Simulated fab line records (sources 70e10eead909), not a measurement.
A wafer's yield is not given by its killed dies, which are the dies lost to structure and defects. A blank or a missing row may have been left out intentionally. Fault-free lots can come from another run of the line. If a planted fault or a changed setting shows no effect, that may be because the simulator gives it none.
Chamber matching || flow nand harc || NHARC_A_CONTACT_DESCUM_47 on rie diel-07: 4 sister chambers
The step chemistry O2, time 3 s. 14 wafers are shown with their chamber, then 7 later ones without.

## EACH WAFER AND ITS CHAMBER
{"wafer": "L074.1", "chamber": 2, "showerhead plenum p Torr (Torr)": 2.00, "drypump motor current A (A)": 6.0, "throttle valve pct (%)": 11.310}
{"wafer": "L074.3", "chamber": 0, "showerhead plenum p Torr (Torr)": 1.83, "drypump motor current A (A)": 6.7, "throttle valve pct (%)": 11.322}
{"wafer": "L074.6", "chamber": 0, "showerhead plenum p Torr (Torr)": 1.83, "drypump motor current A (A)": 6.6, "throttle valve pct (%)": 11.311}
{"wafer": "L077.3", "chamber": 2, "showerhead plenum p Torr (Torr)": 1.99, "drypump motor current A (A)": 5.9, "throttle valve pct (%)": 11.308}
{"wafer": "L077.5", "chamber": 1, "showerhead plenum p Torr (Torr)": 1.85, "drypump motor current A (A)": 4.7, "throttle valve pct (%)": 11.325}
{"wafer": "L077.6", "chamber": 0, "showerhead plenum p Torr (Torr)": 1.83, "drypump motor current A (A)": 6.7, "throttle valve pct (%)": 11.302}
{"wafer": "L081.4", "chamber": 0, "showerhead plenum p Torr (Torr)": 1.83, "drypump motor current A (A)": 6.7, "throttle valve pct (%)": 11.312}
{"wafer": "L081.5", "chamber": 0, "showerhead plenum p Torr (Torr)": 1.83, "drypump motor current A (A)": 6.7, "throttle valve pct (%)": 11.312}
{"wafer": "L081.6", "chamber": 1, "showerhead plenum p Torr (Torr)": 1.84, "drypump motor current A (A)": 4.7, "throttle valve pct (%)": 11.315}
{"wafer": "L089.1", "chamber": 1, "showerhead plenum p Torr (Torr)": 1.84, "drypump motor current A (A)": 4.7, "throttle valve pct (%)": 11.308}
{"wafer": "L089.2", "chamber": 3, "showerhead plenum p Torr (Torr)": 2.04, "drypump motor current A (A)": 5.6, "throttle valve pct (%)": 11.328}
{"wafer": "L089.5", "chamber": 1, "showerhead plenum p Torr (Torr)": 1.84, "drypump motor current A (A)": 4.8, "throttle valve pct (%)": 11.305}
{"wafer": "L092.2", "chamber": 3, "showerhead plenum p Torr (Torr)": 2.03, "drypump motor current A (A)": 5.6, "throttle valve pct (%)": 11.323}
{"wafer": "L092.3", "chamber": 1, "showerhead plenum p Torr (Torr)": 1.83, "drypump motor current A (A)": 4.8, "throttle valve pct (%)": 11.323}

SIGNATURES (means of the wafers above)
{"reading": "showerhead plenum p Torr", "chamber 0": 1.8300, "chamber 1": 1.8400, "chamber 2": 1.9950, "chamber 3": 2.0350, "scatter within a chamber": 0.00548}
{"reading": "drypump motor current A", "chamber 0": 6.680, "chamber 1": 4.740, "chamber 2": 5.950, "chamber 3": 5.600, "scatter within a chamber": 0.05}
{"reading": "throttle valve pct", "chamber 0": 11.31180, "chamber 1": 11.31520, "chamber 2": 11.30900, "chamber 3": 11.32550, "scatter within a chamber": 0.00727}
Rule: for a wafer and a chamber, the distance is found by dividing, reading by reading, the gap between the wafer's reading and the chamber's mean by the reading's scatter, squaring, summing and taking the root. The wafer belongs to the nearest chamber; if the next one is less than 2 further off, it can't be placed. The scatter is the square root of a quotient: the sum, over the shown wafers, of each reading's squared deviation from its chamber's mean, divided by wafers minus chambers.

## WAFERS MISSING THEIR CHAMBER
{"wafer": "L092.5", "showerhead plenum p Torr (Torr)": 1.99, "drypump motor current A (A)": 6.0, "throttle valve pct (%)": 11.316}
{"wafer": "L093.4", "showerhead plenum p Torr (Torr)": 1.99, "drypump motor current A (A)": 5.9, "throttle valve pct (%)": 11.323}
{"wafer": "L093.5", "showerhead plenum p Torr (Torr)": 1.99, "drypump motor current A (A)": 6.0, "throttle valve pct (%)": 11.308}
{"wafer": "L093.6", "showerhead plenum p Torr (Torr)": 1.83, "drypump motor current A (A)": 4.7, "throttle valve pct (%)": 11.303}
{"wafer": "L096.3", "showerhead plenum p Torr (Torr)": 2.03, "drypump motor current A (A)": 5.6, "throttle valve pct (%)": 11.314}
{"wafer": "L096.5", "showerhead plenum p Torr (Torr)": 1.83, "drypump motor current A (A)": 4.7, "throttle valve pct (%)": 11.312}
{"wafer": "L096.6", "showerhead plenum p Torr (Torr)": 1.99, "drypump motor current A (A)": 6.0, "throttle valve pct (%)": 11.311}

## WHICH CHAMBER EACH WENT THROUGH
{"wafer": "L092.5", "from the rows above": 2, "in truth": 2}
{"wafer": "L093.4", "from the rows above": 2, "in truth": 2}
{"wafer": "L093.5", "from the rows above": 2, "in truth": 2}
{"wafer": "L093.6", "from the rows above": 1, "in truth": 1}
{"wafer": "L096.3", "from the rows above": 3, "in truth": 3}
{"wafer": "L096.5", "from the rows above": 1, "in truth": 1}
{"wafer": "L096.6", "from the rows above": 2, "in truth": 2}
7 of 7 placed correctly. Can't be placed from these rows: 0. Number placed wrongly: 0.
